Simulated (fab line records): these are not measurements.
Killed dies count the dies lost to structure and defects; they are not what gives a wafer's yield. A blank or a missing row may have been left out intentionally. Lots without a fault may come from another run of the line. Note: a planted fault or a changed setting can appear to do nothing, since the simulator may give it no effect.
Matching of chambers :: flow n5 finfet :: 3 sister chambers for N5_BEOL_M11_CURE_72 on uv cure-03
The step cures SiCOH lowk, time 120 s. 6 wafers are shown with their chamber, then 11 later ones without.

== WAFERS, EACH WITH ITS CHAMBER ==
wafer: L074.3
chamber: 1
wafer_temp_C_max: 371.4
lamp power pct (%): 52.35

wafer: L074.5
chamber: 1
wafer_temp_C_max: 371.6
lamp power pct (%): 52.31

wafer: L087.3
chamber: 0
wafer_temp_C_max: 372.4
lamp power pct (%): 52.38

wafer: L087.6
chamber: 0
wafer_temp_C_max: 371.5
lamp power pct (%): 52.26

wafer: L089.6
chamber: 2
wafer_temp_C_max: 370.7
lamp power pct (%): 52.31

wafer: L091.2
chamber: 2
wafer_temp_C_max: 371.3
lamp power pct (%): 52.20

== WAFERS MISSING THEIR CHAMBER ==
wafer: L091.5
wafer_temp_C_max: 371.3
lamp power pct (%): 52.32

wafer: L091.6
wafer_temp_C_max: 371.5
lamp power pct (%): 52.31

wafer: L093.2
wafer_temp_C_max: 371.6
lamp power pct (%): 52.45

wafer: L093.3
wafer_temp_C_max: 371.9
lamp power pct (%): 52.29

wafer: L093.4
wafer_temp_C_max: 371.9
lamp power pct (%): 52.26

wafer: L094.3
wafer_temp_C_max: 371.8
lamp power pct (%): 52.36

wafer: L094.5
wafer_temp_C_max: 371.8
lamp power pct (%): 52.29

wafer: L094.6
wafer_temp_C_max: 371.6
lamp power pct (%): 52.39

wafer: L097.3
wafer_temp_C_max: 372.3
lamp power pct (%): 52.24

wafer: L097.4
wafer_temp_C_max: 371.6
lamp power pct (%): 52.19

wafer: L097.5
wafer_temp_C_max: 372.1
lamp power pct (%): 52.32

== EACH ONE'S CHAMBER ==
wafer: L091.5
from the rows above: can't be placed: 1 or 2 or 0
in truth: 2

wafer: L091.6
from the rows above: can't be placed: 1 or 0 or 2
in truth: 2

wafer: L093.2
from the rows above: can't be placed: 1 or 0 or 2
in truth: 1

wafer: L093.3
from the rows above: can't be placed: 0 or 1 or 2
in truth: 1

wafer: L093.4
from the rows above: can't be placed: 0 or 1 or 2
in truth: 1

wafer: L094.3
from the rows above: can't be placed: 0 or 1 or 2
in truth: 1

wafer: L094.5
from the rows above: can't be placed: 0 or 1 or 2
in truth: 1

wafer: L094.6
from the rows above: can't be placed: 1 or 0 or 2
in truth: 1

wafer: L097.3
from the rows above: can't be placed: 0 or 1 or 2
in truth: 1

wafer: L097.4
from the rows above: can't be placed: 2 or 0 or 1
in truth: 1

wafer: L097.5
from the rows above: can't be placed: 0 or 1
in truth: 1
Correctly placed: 0 of 11. From these rows, 11 cannot be placed; in 11 the true chamber is one of the candidates. Number placed wrongly: 0.
How it was worked out, from the rows above alone: a wafer's distance from a chamber is the root of the sum, over the readings, of the square of ((its reading less the chamber's mean) divided by the reading's scatter). If the next closest chamber is less than 2 further off than the closest, the wafer can't be placed; otherwise it belongs to the closest. A chamber's mean is the mean of its shown wafers. The scatter: the root of (the sum of the squares of (reading less its chamber's mean) over the shown wafers, divided by (wafers less chambers)).
